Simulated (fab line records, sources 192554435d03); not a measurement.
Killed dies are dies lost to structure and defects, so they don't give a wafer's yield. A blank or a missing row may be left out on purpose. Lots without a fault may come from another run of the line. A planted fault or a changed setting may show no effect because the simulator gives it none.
Which tool did it? | flow n5_finfet | 12 lots, 36 wafers sampled, at 4 steps of a route of 1938

WHAT THE GAUGES READ, wafer by wafer
N5_BEOL_M11_CD_MEAS_28: target cd 70 nm.
lot  | measured     | on        | cd_nm (nm)
L131 | day 9 22:17  | cd_sem-03 | 70.0 70.3 71.5
L132 | day 10 17:49 | cd_sem-02 | 70.4 71.7 68.8
L135 | day 11 06:07 | cd_sem-01 | 69.5 70.9 70.3
L138 | day 11 19:02 | cd_sem-03 | 66.7 69.3 69.7
L139 | day 12 00:55 | cd_sem-03 | 71.2 70.8 69.0
L140 | day 12 04:44 | cd_sem-01 | 71.4 71.0 71.6
L142 | day 12 20:01 | cd_sem-01 | 72.7 71.4 71.9
L143 | day 12 23:11 | cd_sem-03 | 71.5 70.6 70.8
L148 | day 14 12:24 | cd_sem-03 | 68.5 71.2 70.4
L147 | day 14 12:34 | cd_sem-03 | 69.3 68.5 69.6
L150 | day 15 02:56 | cd_sem-01 | 69.7 69.4 68.1
L152 | day 15 16:20 | cd_sem-02 | 70.7 72.4 71.0

N5_BEOL_M11_INSPECT_30: inspects for defects (brightfield).
lot  | measured     | on                | raw_defect_count
L131 | day 9 22:20  | defect_inspect-02 | 655 516 557
L132 | day 10 17:52 | defect_inspect-02 | 439 430 442
L135 | day 11 06:10 | defect_inspect-01 | 258 302 313
L138 | day 11 19:05 | defect_inspect-02 | 467 466 381
L139 | day 12 00:58 | defect_inspect-02 | 510 403 437
L140 | day 12 04:47 | defect_inspect-02 | 265 260 284
L142 | day 12 20:04 | defect_inspect-02 | 464 443 373
L143 | day 12 23:15 | defect_inspect-02 | 339 331 328
L148 | day 14 12:27 | defect_inspect-01 | 353 366 296
L147 | day 14 12:37 | defect_inspect-02 | 286 306 371
L150 | day 15 03:00 | defect_inspect-02 | 463 330 388
L152 | day 15 16:23 | defect_inspect-01 | 421 363 408

WHICH TOOL RAN EACH LOT (tool, then ch and the chambers of the sampled wafers, then the start)
lot  | N5_BEOL_M11_PECVD_70            | N5_BEOL_M11_COAT_64
L131 | pecvd-04 ch 0,1,2, day 9 19:13  | litho_track-03 ch 0, day 9 22:02
L132 | pecvd-02 ch 0,1, day 10 14:47   | litho_track-05 ch 0, day 10 17:26
L135 | pecvd-02 ch 0,1, day 11 03:27   | litho_track-05 ch 0, day 11 05:52
L138 | pecvd-04 ch 0,1,2, day 11 15:50 | litho_track-02 ch 0, day 11 18:47
L139 | pecvd-01 ch 0,1,2, day 11 21:50 | litho_track-02 ch 0, day 12 00:32
L140 | pecvd-01 ch 1,2, day 12 00:47   | litho_track-03 ch 0, day 12 04:22
L142 | pecvd-02 ch 1,2, day 12 18:20   | litho_track-02 ch 0, day 12 19:38
L143 | pecvd-01 ch 1,2, day 12 19:40   | litho_track-03 ch 0, day 12 22:57
L148 | pecvd-04 ch 1,2, day 14 06:53   | litho_track-02 ch 0, day 14 12:09
L147 | pecvd-02 ch 0,1,2, day 14 07:43 | litho_track-03 ch 0, day 14 12:10
L150 | pecvd-01 ch 0,1, day 15 00:26   | litho_track-02 ch 0, day 15 02:34
L152 | pecvd-01 ch 1,2, day 15 13:32   | litho_track-02 ch 0, day 15 15:58
- N5_BEOL_M11_PECVD_70: deposits SiO2 from TEOS/O2, target thk 20 nm, time 22.7 s.
- N5_BEOL_M11_COAT_64: time 60 s, resist thk 30 nm.

WHAT THE TOOLS THEMSELVES READ (means of the sampled wafers that have a number; where no wafer has one, the mark that the record gives instead)
N5_BEOL_M11_PECVD_70.
lot  | tool     | heater_power_w (W) | showerhead_plenum_p_Torr (Torr) | throttle_valve_pct (%)
L131 | pecvd-04 | 637                | 8.73                            | 23.4
L132 | pecvd-02 | 731                | 8.75                            | 23.9
L135 | pecvd-02 | 805                | 8.76                            | 23.3
L138 | pecvd-04 | 633                | 8.74                            | 23.3
L139 | pecvd-01 | 646                | 8.79                            | 23.4
L140 | pecvd-01 | 681                | 8.83                            | 23.4
L142 | pecvd-02 | 795                | 8.75                            | 22.3
L143 | pecvd-01 | 710                | 8.83                            | 23.4
L148 | pecvd-04 | 705                | 8.72                            | 23.9
L147 | pecvd-02 | 809                | 8.74                            | 23.2
L150 | pecvd-01 | 695                | 8.84                            | 24.9
L152 | pecvd-01 | 716                | 8.83                            | 23.5

N5_BEOL_M11_COAT_64.
lot  | tool           | plate_temp_C (C) | spin_speed_rpm (rpm)
L131 | litho_track-03 | 219.92           | 1500.0
L132 | litho_track-05 | 220.26           | 1499.8
L135 | litho_track-05 | 220.03           | 1500.3
L138 | litho_track-02 | 220.24           | 1500.4
L139 | litho_track-02 | 220.12           | 1500.2
L140 | litho_track-03 | 220.02           | 1500.0
L142 | litho_track-02 | 219.94           | 1501.7
L143 | litho_track-03 | 219.83           | 1466.3
L148 | litho_track-02 | 219.97           | 1499.9
L147 | litho_track-03 | 219.81           | 1465.3
L150 | litho_track-02 | 220.09           | 1501.4
L152 | litho_track-02 | 219.87           | 1499.6

THE ANSWER, worked out from the rows above alone
Rule: what is usual is taken from the lots themselves. Put in order of their means at a reading, lots are off if they are a third of the lots or fewer, leave a main group of 4 or more, and stand apart from it by a gap of 3 or more times the standard deviation of the main group's means; of several such gaps the widest counts. A main group whose means are all the same, to the digits that the tables above print for the reading, isn't used. A lot without any number at a reading at which 4 lots or more have one is off too. The other lots that the step has rows for count as sound. The gauges are gone through in route order, then the tools' own readings, and for those a lot's mean is taken as printed above. The first step at which some lot is off is used, and at that step the reading that is off furthest; a lot without a number counts as furthest.
Off: L143, L147, at N5_BEOL_M11_COAT_64 (spin_speed_rpm). The main group: mean 1500.3 rpm, standard deviation 0.65.
A tool fits if, at that step or a process step before it, it ran every lot that is off, and no sound lot after the first of them. One fits: litho_track-03 at N5_BEOL_M11_COAT_64. Its last sound lot is L140 (day 12 04:22), its first lot that is off L143 (day 12 22:57): a fault that began between those two fits.
The tool's own readings at N5_BEOL_M11_COAT_64 bear it out: on the lots that are off they differ by more than 5 times the standard deviation of the sound lots' means. spin_speed_rpm reads 1465.8 rpm there against 1500.3 rpm on the sound lots.

WHAT THE SIMULATOR HAD PUT IN
Process parameter drift: litho_track-03, from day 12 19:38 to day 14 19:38, at N5_BEOL_M11_COAT_64. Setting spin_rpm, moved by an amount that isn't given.
Lots struck among those shown: L143, L147. The rule above found the same.
